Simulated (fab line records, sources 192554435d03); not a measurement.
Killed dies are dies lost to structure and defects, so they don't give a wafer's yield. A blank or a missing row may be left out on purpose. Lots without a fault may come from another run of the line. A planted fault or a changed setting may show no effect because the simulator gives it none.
A struck lot beside a sound one | flow n5_finfet | 37 steps out of a route of 1938
Sound: wafers L149.1, L149.4, L149.6. Struck: wafer L142.3. (L142.1, L142.2 of the same lot were not struck and are left out.) The cause comes at the end.
At each step with rows: each side's tool, then ch and its chambers, then its first start. Under that, the readings that differ: sound wafers | struck wafers | difference of the means | sigmas: that difference in standard deviations of wafers without a fault.
alike: readings whose means differ by less than 2 such deviations, and words and numbers that are the same on both sides. not compared: withheld readings, readings that some wafer has no value for, bounds like >300 that may hide the same value, and numbers for which the record gives no deviation and whose values overlap.
The two part at a step that has a row with sigmas, a row that says differs or no value, or rows on one side only. Numbers that don't overlap but have no deviation are shown without sigmas and don't part them. A reading that every wafer of one side lacks parts them only if that side has two wafers or more.

first, 9 steps without rows for these wafers: N5_PMOS_HMC_CHANNEL_EPI_EPI_26 (deposits Si from SiH4/H2, target thk 3.8 nm, time 22.7 s); N5_FIN_SAQP_PRECLEAN_42 (cleans in O3/DIW, time 60 s); N5_FIN_SAQP_PRECLEAN_00 (cleans in SC1, time 60 s); N5_FIN_SAQP_PRECLEAN_44 (cleans in SC2, time 45 s); N5_FIN_SAQP_SRD_01 (time 30 s); N5_FIN_SAQP_ALD_61 (deposits SiO2, target thk 4 nm, pulse time 1 s, purge time 2 s); N5_FIN_SAQP_DENSIFY_62 (time 60 s); N5_FIN_SAQP_HM_DEP_03 (deposits SiNx from SiH4/NH3/N2, target thk 38 nm, time 33.6 s); N5_FIN_SAQP_PECVD_47 (deposits a-Si from SiH4/He, target thk 45 nm, time 36.3 s).
N5_FIN_SAQP_PECVD_48: deposits SiNx from SiH4/NH3/N2, target thk 25 nm, time 22.1 s.
  sound on pecvd-02 ch 0,1,2, day 6 03:44; struck on pecvd-03 ch 1, day 4 08:40
  reading                                     | sound           | struck | difference | sigmas
  model.SiNx_of_FIN_SAQP_PECVD_48.thk_nm (nm) | 24.42 24.7 24.9 | 22.63  | -2.04      |
  alike: chamber_pressure_Torr, heater_power_w, showerhead_plenum_p_Torr, throttle_valve_pct
then, 24 steps without rows for these wafers: N5_FIN_SAQP_PECVD_06 (deposits a-Si from SiH4/He, target thk 60 nm, time 48.1 s); N5_FIN_SAQP_HM_DEP_72 (deposits SiO2 from SiH4/N2O, target thk 12 nm, time 7.2 s); N5_FIN_SAQP_COAT_49 (time 60 s, resist thk 100 nm); N5_FIN_SAQP_COAT_50 (time 60 s, resist thk 35 nm); N5_FIN_SAQP_COAT_10 (resist thk 90 nm); N5_FIN_SAQP_EBR_12; N5_FIN_SAQP_SOFTBAKE_11 (time 60 s); N5_FIN_SAQP_EXPOSE_13 (exposes mask FIN CORE, target cd 35.6 nm); N5_FIN_SAQP_PEB_14 (peb time 60 s); N5_FIN_SAQP_DEVELOP_15 (develop time 30 s); N5_FIN_SAQP_DESCUM_21 (chemistry O2, time 7.9 s); N5_FIN_SAQP_ETCH_51 (etches SiARC in CF4, target depth 45.5 nm, time 75.8 s); N5_FIN_SAQP_ETCH_52 (etches SOC in N2/H2, target depth 100 nm, overetch 20 nm, time 150 s); N5_FIN_SAQP_STRIP_53 (strips in N2/H2); N5_FIN_SAQP_HM_OPEN_73 (chemistry CHF3/O2, target SiO2, stops on a-Si, target depth 12 nm, time 16.8 s); N5_FIN_SAQP_STRIP_74 (strips in CHF3/O2); N5_FIN_SAQP_MANDREL_ETCH_22 (etches a-Si in HBr/Cl2, stops on SiNx, target depth 60 nm, bt time 10 s, time 30 s); N5_FIN_SAQP_STRIP_55 (strips in N2/H2); N5_FIN_SAQP_STRIP_23 (strips in SPM, time 750 s); N5_FIN_SAQP_SRD_66 (time 30 s); N5_FIN_SAQP_RECESS_75 (chemistry HF/NH3, target SiO2, target depth 14.4 nm, afs cycles 3, sublimation time 60 s); N5_FIN_SAQP_SPACER1_ALD_24 (deposits SiO2, target thk 20.3 nm, pulse time 1 s, purge time 2 s); N5_FIN_SAQP_SPACER1_ETCHBACK_25 (etches SiO2 in CHF3/O2, target depth 24.4 nm, time 12.2 s); N5_FIN_SAQP_MANDREL1_REMOVE_56 (chemistry HBr/Cl2/O2, target a-Si, stops on SiNx, bt time 10 s).
N5_FIN_SAQP_ETCH_57: etches SiNx in CH3F/O2, target depth 32.5 nm, time 46.4 s.
  sound on rie_diel-04 ch 0,2, day 6 06:47; struck on rie_diel-04 ch 1, day 4 11:55
  reading                  | sound           | struck | difference | sigmas
  etch_rf_on_time_s (s)    | 46.1 46.9 47.5  | 43.5   | -3.3       | -2
  rf_vpp_V (V)             | 293 297 285     | 309    | +17        | +2
  model.etch.depth_nm (nm) | 24.42 24.7 24.9 | 22.63  | -2.04      |
  alike: O2_flow_sccm, bias_w, drypump_motor_current_A, oes_ar_750_au, oes_product_au, showerhead_plenum_p_Torr, throttle_valve_pct
  not compared: rf_hours_counter_h
-- the record jumps here: 6 days lie between the struck wafers' starts before and after (it left off in module FIN_SAQP and takes up again in module BEOL_M4, whose first step shown is number 1111 of the route) --
N5_BEOL_M4_RC_MEAS_101:
  sound on prober-01 ch 0, day 12 12:05; struck on prober-02 ch 0, day 10 10:39
  alike: DIBL_N, DIBL_P, IOFF_N, IOFF_P, ION_N, ION_P, SS_N, SS_P, VT_N, VT_P
-- the record jumps here: 4 days lie between the struck wafers' starts before and after (it left off in module BEOL_M4 and takes up again in module PASSIVATION, whose first step shown is number 1936 of the route) --
N5_PASSIVATION_PROBE_49:
  sound on prober-01, day 16 23:11; struck on prober-02, day 14 07:49
  reading                 | sound       | struck | difference | sigmas
  killed_at_front_end     | 56 32 67    | 29     | -23        | -2
  killed_open             | 93 73 88    | 53     | -32        | -3
  sort_bin_5_function (%) | 6.3 5.3 6.9 | 4.2    | -2.0       | -2
  alike: defect_limited_yield, killed_at_M0_to_M3, killed_at_M4_up, killed_at_contacts, killed_at_other, killed_dies, killed_on_rim, killed_short, sort_bin_6_memory, sort_bin_8_speed, sort_n_pass, sort_yield_pct

WHERE THEY PART
First at N5_FIN_SAQP_ETCH_57; last, within this record, at N5_PASSIVATION_PROBE_49.

WHY: what the simulator had put in
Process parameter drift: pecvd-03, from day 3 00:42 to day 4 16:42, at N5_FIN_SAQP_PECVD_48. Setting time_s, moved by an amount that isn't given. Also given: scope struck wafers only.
